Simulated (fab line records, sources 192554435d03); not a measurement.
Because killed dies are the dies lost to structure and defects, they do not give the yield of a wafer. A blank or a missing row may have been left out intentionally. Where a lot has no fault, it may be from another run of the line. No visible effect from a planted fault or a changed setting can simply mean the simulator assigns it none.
fab line records    flow n5-finfet    part 2 of 2: steps 27 to 34 of 34
record: lots: 5  wafers: 15  last-day: 18
route steps=1938 shown BEOL_M7@1316 BEOL_M8@1332
lots with no fault: from the same line, run without faults
start-h: the number of hours between the record's first day and the start of the first shown wafer of the lot    wait-h: hours since the lot's step before    " as in the row above    L1.1+2: one row covering several wafers at once    - no value, or no start given    * or withheld: withheld    < > ~ a bound
route shown NAME@n: NAME is a module with steps in the file, n the number in the route of the first one    usual: the fault-free wafers' mean and standard deviation    same: alike in all rows    chamber/n: place in a boat    sites: per-site readings    _std_site: standard deviation across them    _edge_site: mean of outer sites minus mean of inner sites    radius-mm: for every site, how far away it sits from the centre of the wafer    mask NAME#n: copy n    behind: the last tool/chamber to shape the wafer    hold: why the lot went on hold/how many hours it stayed there/how the hold came to an end    device: which transistor (n, p or np) failed to switch    end of line: tests run on the same wafers once the route is complete    step lacking rows: just its recipe    killed: dies that structure and defects cost at the first sort, which is not the same as the wafer's yield    map: dies across one wafer; x = killed, . = not, _ = none there
set.NAME: the setting as run; set.NAME@STEP: as run at that earlier step    model.NAME: the simulator's own value behind a step, which no gauge read
lots at some steps of the route; a table a step, a row a wafer
services: from which hour (start-h, from the record's first day; less than 0 if before it) a tool's chamber was out of use, for how many hours, and why
== steps ==
step: N5_BEOL_M8_EXPOSE_08
recipe: mask-id: M8  na: 1.35  source-shape: dipole  sigma-inner: 0.817  sigma-outer: 0.97  polarization: te  dose-mj: 68.25
lot.wafer   tool             chamber  start-h  wait-h  mask
L078.1+3+5  arfi-scanner-02  0        311.88   -       M8#0
L083.1+5+6  arfi-scanner-02  0        317.56   -       M8#0
L089.1+3+5  arfi-scanner-01  0        351.45   -       M8#0
L087.1+4+6  arfi-scanner-02  0        354.72   -       M8#0
L091.3+5+6  arfi-scanner-02  0        356.94   -       M8#0
step: N5_BEOL_M8_PEB_09
recipe: peb-temp-c: withheld  peb-time-s: 60  resist: CAR-ArF
lot.wafer   tool            chamber  start-h  wait-h
L078.1+3+5  litho-track-02  0        311.95   0.1
L083.1+5+6  litho-track-01  0        317.62   0.1
L089.1+3+5  litho-track-04  0        351.51   0.1
L087.1+4+6  litho-track-04  0        354.79   0.1
L091.3+5+6  litho-track-04  0        356.99   0.0
step: N5_BEOL_M8_DEVELOP_10
recipe: develop-time-s: 30  developer: TMAH  resist: CAR-ArF  rinse-liquid: diw  dry: air-spin  dev-temp-c: 23
lot.wafer   tool            chamber  start-h  wait-h
L078.1+3+5  litho-track-02  0        -        -
L083.1+5+6  litho-track-01  0        -        -
L089.1+3+5  litho-track-04  0        -        -
L087.1+4+6  litho-track-04  0        -        -
L091.3+5+6  litho-track-04  0        -        -
step: N5_BEOL_M8_CD_MEAS_11
recipe: target-cd-nm: 38.5  landing-energy-ev: 500  detector: se-inlens  polarity: opening
usual: cd-nm: 38.6/0.71
lot.wafer  tool       chamber  start-h  wait-h  cd-nm
L078.1     cd-sem-03  0        312.01   -       38.8
L078.3     "          0        "        "       38.0
L078.5     "          0        "        "       37.9
L083.1     cd-sem-01  0        317.69   -       39.7
L083.5     "          0        "        "       39.4
L083.6     "          0        "        "       40.0
L089.1     cd-sem-02  0        351.58   -       38.8
L089.3     "          0        "        "       38.1
L089.5     "          0        "        "       37.9
L087.1     cd-sem-01  0        354.85   -       38.8
L087.4     "          0        "        "       38.8
L087.6     "          0        "        "       39.0
L091.3     cd-sem-03  0        357.05   -       38.6
L091.5     "          0        "        "       37.9
L091.6     "          0        "        "       38.3
step: N5_BEOL_M8_OVL_MEAS_12
recipe: points-per-wafer: 44
usual: M8_OVL: 0.4/0.7
lot.wafer  tool        chamber  start-h  wait-h  M8_OVL[nm]
L078.1     overlay-01  0        312.04   0.0     1.0
L078.3     "           0        "        "       0.3
L078.5     "           0        "        "       -0.4
L083.1     overlay-01  0        317.72   0.0     0.9
L083.5     "           0        "        "       0.2
L083.6     "           0        "        "       0.7
L089.1     overlay-01  0        351.64   0.1     0.3
L089.3     "           0        "        "       0.8
L089.5     "           0        "        "       0.8
L087.1     overlay-01  0        354.88   0.0     2.0
L087.4     "           0        "        "       2.0
L087.6     "           0        "        "       1.4
L091.3     overlay-01  0        357.08   0.0     0.6
L091.5     "           0        "        "       0.2
L091.6     "           0        "        "       0.3
step: N5_BEOL_M8_INSPECT_13
recipe: mode: adi  inspect-instrument: brightfield
usual: raw-defect-count: 418/110
lot.wafer  tool               chamber  start-h  wait-h  raw-defect-count
L078.1     defect-inspect-02  -        312.07   0.0     390
L078.3     "                  -        "        "       315
L078.5     "                  -        "        "       422
L083.1     defect-inspect-01  -        317.74   0.0     319
L083.5     "                  -        "        "       328
L083.6     "                  -        "        "       433
L089.1     defect-inspect-02  -        351.67   0.0     685
L089.3     "                  -        "        "       778
L089.5     "                  -        "        "       415
L087.1     defect-inspect-01  -        354.91   0.0     390
L087.4     "                  -        "        "       414
L087.6     "                  -        "        "       390
L091.3     defect-inspect-02  -        357.11   0.0     379
L091.5     "                  -        "        "       446
L091.6     "                  -        "        "       329
step: N5_BEOL_M8_DESCUM_16
recipe: chemistry: O2  time-s: 7.9  source-power-w: 50  bias-power-w: 20  pressure-mtorr: 20  rf-frequency-hz: 2.712e+07  temp-c: 40  resist: CAR-ArF  o2-flow-sccm: 225
usual: bias-power-w: 19.99/0.061  chamber-pressure-mTorr: 19.998/0.019  drypump-motor-current-A: 5.6/0.54  oes-product-au: 0.78/0.071  rf-fwd-power-W: 49.42/0.26  rf-vpp-V: 243.2/1.3  showerhead-plenum-p-Torr: 2.09/0.066  throttle-valve-pct: 20.19/0.19
lot.wafer  tool         chamber  start-h  wait-h  bias-power-w  chamber-pressure-mTorr  drypump-motor-current-A  oes-product-au  rf-fwd-power-W  rf-hours-counter-h  rf-vpp-V  showerhead-plenum-p-Torr  throttle-valve-pct
L078.1     rie-diel-01  2        312.13   0.1     20.04         19.990                  5.2                      0.88            48.94           22                  245.7     2.25                      20.11
L078.3     "            1        "        "       19.85         20.003                  5.1                      0.70            49.34           213                 243.2     2.17                      20.49
L078.5     "            1        "        "       19.95         19.982                  5.1                      0.69            49.45           -                   243.1     2.17                      20.49
L083.1     rie-diel-01  1        317.78   0.0     20.10         19.980                  5.1                      0.69            49.76           215                 244.2     2.17                      20.50
L083.5     "            2        "        "       20.03         20.017                  5.2                      0.87            49.11           -                   245.3     2.25                      20.10
L083.6     "            1        "        "       20.03         20.000                  5.1                      0.70            49.78           -                   245.4     2.17                      20.49
L089.1     rie-diel-05  3        351.70   0.0     19.97         20.007                  5.3                      0.85            49.32           74                  244.3     2.03                      20.17
L089.3     "            0        "        "       20.09         19.992                  5.3                      0.75            49.34           157                 243.2     2.08                      20.31
L089.5     "            3        "        "       19.99         19.995                  5.3                      0.85            49.27           -                   242.2     2.03                      20.18
L087.1     rie-diel-01  2        354.94   0.0     19.96         20.038                  5.3                      0.86            49.14           37                  245.4     2.24                      20.11
L087.4     "            2        "        "       19.87         20.006                  5.2                      0.85            49.20           -                   246.5     2.24                      20.14
L087.6     "            1        "        "       20.08         20.012                  5.1                      0.67            49.91           -                   244.2     2.17                      20.52
L091.3     rie-diel-05  3        357.51   0.4     19.97         19.993                  5.2                      0.83            49.45           76                  241.9     2.03                      20.17
L091.5     "            2        "        "       19.98         19.996                  5.4                      0.71            49.57           -                   242.5     2.06                      20.04
L091.6     "            3        "        "       19.91         20.002                  5.2                      0.83            49.34           -                   242.3     2.03                      20.16
step: N5_BEOL_M8_ETCH_61
recipe: chemistry: CF4  target: SiARC  target-depth-a: 455  mask-material: CAR-ArF  time-s: 75.8  ion-energy-ev: 80  pressure-mtorr: 40  source-w: 545  bias-w: 36  Ar_flow_sccm: 100  cf4-flow-sccm: 100  ends: cleared
usual: chamber-pressure-mTorr: 40.00/0.041  drypump-motor-current-A: 5.6/0.54  etch-rf-on-time-s: 76.9/2.3  oes-product-au: 0.67/0.065  rf-fwd-power-W: 540.0/2.4  rf-vpp-V: 184.1/1.1  showerhead-plenum-p-Torr: 2.14/0.054  throttle-valve-pct: 15.45/0.17
lot.wafer  tool         chamber  start-h  wait-h  chamber-pressure-mTorr  drypump-motor-current-A  etch-rf-on-time-s  oes-product-au  rf-fwd-power-W  rf-hours-counter-h  rf-vpp-V  showerhead-plenum-p-Torr  throttle-valve-pct
L078.1     rie-diel-01  2        312.17   0.0     39.94                   5.2                      74.4               0.78            535.6           22                  186.1     2.28                      15.17
L078.3     "            1        "        "       39.98                   5.1                      77.9               0.59            540.6           213                 185.9     2.20                      15.60
L078.5     "            1        "        "       40.04                   5.1                      77.9               0.59            539.5           -                   185.4     2.20                      15.59
L083.1     rie-diel-01  1        317.81   0.0     40.02                   5.0                      76.8               0.60            543.6           215                 186.0     2.19                      15.60
L083.5     "            2        "        "       39.98                   5.2                      73.1               0.77            538.2           -                   184.2     2.28                      15.17
L083.6     "            1        "        "       40.01                   5.1                      76.9               0.60            541.3           -                   185.3     2.20                      15.59
L089.1     rie-diel-05  3        351.74   0.0     40.06                   5.2                      79.4               0.71            539.9           74                  184.1     2.09                      15.44
L089.3     "            0        "        "       40.03                   5.3                      79.5               0.62            538.6           157                 184.4     2.15                      15.66
L089.5     "            3        "        "       40.02                   5.2                      79.1               0.71            541.2           -                   183.7     2.09                      15.48
L087.1     rie-diel-01  2        354.98   0.0     40.02                   5.2                      73.6               0.76            537.2           37                  185.2     2.28                      15.21
L087.4     "            2        "        "       40.01                   5.2                      73.6               0.75            538.4           -                   184.9     2.28                      15.19
L087.6     "            1        "        "       39.94                   5.1                      76.5               0.59            542.1           -                   185.0     2.19                      15.62
L091.3     rie-diel-05  3        357.54   0.0     40.01                   5.2                      77.9               0.71            539.2           76                  181.0     2.09                      15.46
L091.5     "            2        "        "       39.93                   5.3                      74.9               0.62            541.2           -                   183.0     2.14                      15.46
L091.6     "            3        "        "       40.00                   5.2                      78.4               0.71            537.5           -                   183.4     2.09                      15.46
== services ==
tool             chamber  start-h  hours  kind
pecvd-03         0        283.05   2.1    scheduled-down
cmp-04           -        283.36   2.0    repair
ald-metal-01     0        297.04   3.2    repair
arfi-scanner-02  -        302.67   1.0    pm
cvd-co-01        2        308.57   5.2    repair
arfi-scanner-01  -        309.27   1.3    pm
cmp-04           -        309.70   0.3    repair
ald-metal-02     0        313.72   13.2   repair
arfi-scanner-01  -        315.13   0.8    pm
cmp-02           -        316.58   2.1    repair
arfi-scanner-01  -        317.71   0.4    repair
arfi-scanner-01  -        326.68   1.0    pm
arfi-scanner-02  -        330.47   1.3    pm
ald-metal-01     0        336.39   13.5   repair
rtp-anneal-01    -        337.03   5.9    pm
ald-metal-04     -        337.25   14.0   pm
arfi-scanner-02  -        337.97   0.8    pm
cvd-co-01        0        340.67   19.2   repair
arfi-scanner-02  -        342.72   1.0    pm
rie-diel-01      0        346.66   -      clean
rie-diel-01      0        346.66   -      consumable-replace:focus-ring
rie-diel-01      0        346.66   20.2   scheduled-down
uv-cure-01       -        347.44   2.0    repair
litho-track-01   -        349.65   -      consumable-replace:filter
